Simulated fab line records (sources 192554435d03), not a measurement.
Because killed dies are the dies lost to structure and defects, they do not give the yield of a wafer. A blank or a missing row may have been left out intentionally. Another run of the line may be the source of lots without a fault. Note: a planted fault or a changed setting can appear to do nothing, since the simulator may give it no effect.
A struck lot beside a sound one | flow n5Finfet | 29 steps out of a route of 1938
Sound: the wafers L495.1, L495.5, L495.6. Struck: wafers L507.1, L507.6. (L507.4 of the same lot was not struck and is left out.) The cause comes at the end.
For every step that has rows: the tool of each side, followed by ch and its chambers, followed by its first start. Under that, the readings that differ: sound wafers | struck wafers | difference of the means | sigmas: that difference in standard deviations of wafers without a fault.
alike: words and numbers the same on both sides, and readings whose means are apart by under 2 such deviations; not compared: readings that were withheld, readings missing a value for some wafer, numbers with overlapping values and no deviation given by the record, and bounds like >300 which may hide the same value.
Wherever a step has rows on one side only, a row that says differs or no value, or a row with sigmas, the two part there. Non-overlapping numbers with no deviation appear without sigmas and do not part them. Lack of a reading on every wafer of one side parts them only where that side has two or more wafers.

first, 9 steps without rows for these wafers: N5_BEOL_M15_COAT_22 (resist thk 800 nm); N5_BEOL_M15_EBR_24; N5_BEOL_M15_SOFTBAKE_23 (time 60 s); N5_BEOL_M15_EXPOSE_25 (exposes mask M15, target cd 400 nm); N5_BEOL_M15_PEB_26 (peb time 90 s); N5_BEOL_M15_DEVELOP_27 (develop time 45 s); N5_BEOL_M15_HARDBAKE_32 (time 120 s); N5_BEOL_M15_DESCUM_33 (chemistry O2, time 7.9 s); N5_BEOL_M15_ETCH_61 (etches BARC in N2/H2, target depth 89 nm, overetch 26.7 nm, time 67.9 s).
N5_BEOL_M15_TRENCH_ETCH_34: etches SiO2 in C4F8/O2/Ar, target depth 872.93 nm, time 199 s.
  sound on rieDiel-03 ch 0,2,3, day 14 06:07; struck on rieDiel-03 ch 0,1, day 16 17:26
reading                                   | sound             | struck      | difference | sigmas
model.etch.depthNm (nm)                   | 870.2 872 864.9   | 661.2 662.6 | -207.1     | 
model.coat_of_BEOL_M15_COAT_22.thkNm (nm) | 544.8 544.4 547.4 | 591 586.4   | +43        | 
  alike: chamberPressureMTorr, drypumpMotorCurrentA, mfcArSccm, oesProductAu, rfVppV, showerheadPlenumPTorr, throttleValvePct
  not compared: rfHoursCounterH
then, 13 steps without rows for these wafers: N5_BEOL_M15_STRIP_36 (strips in O2); N5_BEOL_M15_STRIP_62 (strips in O2); N5_BEOL_M15_STRIP_37 (strips in O2); N5_BEOL_M15_ETCH_38 (etches SiCN in CF4/N2, target depth 106.4 nm, time 120.5 s); N5_BEOL_M15_PRECLEAN_39 (cleans in residue remover, time 60 s); N5_BEOL_M15_SRD_40 (time 30 s, dry time 30 s); N5_BEOL_M15_DEGAS_41 (time 60 s); N5_BEOL_M15_PRE_CLEAN_42 (time 30 s); N5_BEOL_M15_SPUTTER_43 (material TaN, target thk 15 nm, time 24.19 s); N5_BEOL_M15_SPUTTER_44 (material Ta, target thk 15 nm, time 24.19 s); N5_BEOL_M15_SPUTTER_45 (material Cu, target thk 100 nm, time 16.67 s); N5_BEOL_M15_ECD_47 (material Cu, target thk 1860 nm); N5_BEOL_M15_ANNEAL_48 (time 90 s).
N5_BEOL_M15_CMP_49: polishes, stops on SiO2, t overpolish 4.9 s, target thk 850 nm.
  sound on cmp-03 ch 0,1, day 14 08:08; struck on cmp-01 ch 0,3, day 16 22:02
reading                                | sound         | struck    | difference | sigmas
motorCurrentA (A)                      | 8.9 8.5 11.9  | 7.8 7.2   | -2.3       | -2
model.Cu_of_BEOL_M15_ECD_47.thkNm (nm) | 847.2 850 843 | 639 640.4 | -207       | 
N5_BEOL_M15_THK_MEAS_50: measures by xrf.
  sound on filmMetro-01 at day 14 08:26; struck on filmMetro-02 at day 16 22:16
reading      | sound       | struck  | difference | sigmas
M15_THK (nm) | 849 853 846 | 643 646 | -205       | -19
then, 2 steps without rows for these wafers: N5_BEOL_M15_PRE_CLEAN_52 (time 15 s); N5_BEOL_M15_DEP_53 (deposits SiCN from 3MS/NH3, target thk 50 nm, time 17.8 s).
N5_BEOL_M15_RS_MEAS_54: measurement is done with a four-point probe.
  sound on filmMetro-01 at day 14 08:34; struck on filmMetro-02 at day 16 22:23
reading         | sound                   | struck          | difference | sigmas
M15_RS (ohm/sq) | 0.02163 0.02158 0.02172 | 0.02885 0.02871 | +0.00714   | +27
N5_PASSIVATION_PROBE_49:
  sound on prober-02 at day 15 01:22; struck on prober-02 at day 17 13:01
reading                | sound          | struck    | difference | sigmas
defectLimitedYield (%) | 92.7 90.7 91.9 | 88.8 89.3 | -2.7       | -2
killedAtFrontEnd       | 20 31 23       | 53 52     | +28        | +2
killedDies             | 86 110 96      | 132 126   | +32        | +2
sort_bin_8_speed (%)   | 0 0 0          | 0.17 0.08 | +0.12      | 
sortNPass              | 1094 1070 1084 | 1048 1054 | -32        | -2
  alike: killed_at_M0_to_M3, killed_at_M4_up, killedAtContacts, killedAtOther, killedOnRim, killedOpen, killedShort, sort_bin_5_function, sort_bin_6_memory

WHERE THEY PART
First at N5_BEOL_M15_CMP_49; last, within this record, at N5_PASSIVATION_PROBE_49.

WHY: whatever the simulator had introduced
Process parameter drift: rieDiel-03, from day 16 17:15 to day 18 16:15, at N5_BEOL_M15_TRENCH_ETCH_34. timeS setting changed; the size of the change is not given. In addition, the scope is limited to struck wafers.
